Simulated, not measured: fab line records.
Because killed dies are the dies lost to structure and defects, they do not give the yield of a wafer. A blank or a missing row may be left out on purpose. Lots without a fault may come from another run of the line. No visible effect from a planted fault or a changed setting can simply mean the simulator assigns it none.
Shared-tool check | flow n5_finfet | Lots sampled 11, wafers sampled 32

## REASON FOR OPENING
N5_BEOL_M4_RC_MEAS_101, reading RS_NWELL: flagged on 2 of 11 lots. No-fault wafers: 1036 ohm/sq, standard deviation 6.8.
Rule: a lot is flagged in two cases, either no wafer of it has a number, or all its wafers with numbers fall more than 4 standard deviations from that mean. As for the other lots, they are considered sound.

lot  | measured     | on        | RS_NWELL (ohm/sq), wafer by wafer | flag
L599 | day 7 20:41  | prober-01 | 1032 1042 1033                    |
L600 | day 8 00:44  | prober-01 | 1049 1048                         |
L604 | day 9 03:22  | prober-01 | 1033 1039 1046                    |
L606 | day 9 22:17  | prober-01 | 1021 1022 1019                    |
L610 | day 10 14:30 | prober-01 | 1031 1033 1045                    |
L611 | day 11 07:26 | prober-01 | 949 934 937                       | FLAGGED
L613 | day 11 07:28 | prober-02 | 1038 1032 1040                    |
L612 | day 11 13:40 | prober-02 | 1036 1043 1037                    |
L615 | day 11 22:24 | prober-01 | 1042 1038 1042                    |
L614 | day 12 00:31 | prober-01 | 940 950 941                       | FLAGGED
L622 | day 13 18:21 | prober-02 | 1034 1032 1037                    |
The numbers of the flagged lots are 942 ohm/sq on average: -94 ohm/sq against the usual, or -14 standard deviations.

## EACH LOT AND THE TOOL IT RAN ON
The record holds 1 process step before the reading, out of a route of 1938 steps. In each cell: the tool, then ch and the chambers that the sampled wafers went through, then the start.
lot  | flag    | N5_WELL_APT_IMPLANT_14
L599 |         | implanter-02 ch 0, day 1 13:54
L600 |         | implanter-01 ch 0, day 1 21:09
L604 |         | implanter-01 ch 0, day 2 21:38
L606 |         | implanter-01 ch 0, day 3 09:04
L610 |         | implanter-01 ch 0, day 4 07:44
L611 | FLAGGED | implanter-01 ch 0, day 4 13:47
L613 |         | implanter-02 ch 0, day 5 02:40
L612 |         | implanter-02 ch 0, day 4 19:48
L615 |         | implanter-02 ch 0, day 5 14:05
L614 | FLAGGED | implanter-01 ch 0, day 5 07:49
L622 |         | implanter-02 ch 0, day 7 07:54
These steps, and what they do:
- N5_WELL_APT_IMPLANT_14
- N5_BEOL_M4_RC_MEAS_101

## FLAGGED AGAINST TOTAL, ONE TOOL AT A TIME (gauges that did the reading follow at the end)
step                   | tool         | lots run | flagged | share of the flagged lots | sound lots run after its first flagged lot
N5_WELL_APT_IMPLANT_14 | implanter-01 | 6        | 2       | all                       | 0
N5_WELL_APT_IMPLANT_14 | implanter-02 | 5        | 0       | none                      | -
N5_BEOL_M4_RC_MEAS_101 | prober-01    | 8        | 2       | all                       | 1 (L615)
N5_BEOL_M4_RC_MEAS_101 | prober-02    | 3        | 0       | none                      | -

## THE TABLE: WHAT IT ALLOWS
In 2 table rows, all flagged lots were run: implanter-01 (N5_WELL_APT_IMPLANT_14), prober-01 (N5_BEOL_M4_RC_MEAS_101).
- implanter-01 at N5_WELL_APT_IMPLANT_14: 2 of its 6 lots flagged. A fault beginning between L610 (day 4 07:44), its last sound lot, and L611 (day 4 13:47), its first flagged one, fits the data. Its own readings (beam_energy_keV) fall more than 4 standard deviations out on all wafers of the flagged lots.
- prober-01 at N5_BEOL_M4_RC_MEAS_101: 2 of its 8 lots flagged. Sound lots followed the first flagged one (L615) on it, something a lasting fault affecting the whole tool could not allow.
Just one tool remains: implanter-01 at N5_WELL_APT_IMPLANT_14.

## WHAT HAD BEEN PUT IN BY THE SIMULATOR
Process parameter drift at N5_WELL_APT_IMPLANT_14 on implanter-01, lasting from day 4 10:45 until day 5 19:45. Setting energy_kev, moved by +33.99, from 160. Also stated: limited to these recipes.
Struck lots among those shown: L611, L614. The rule above found the same.
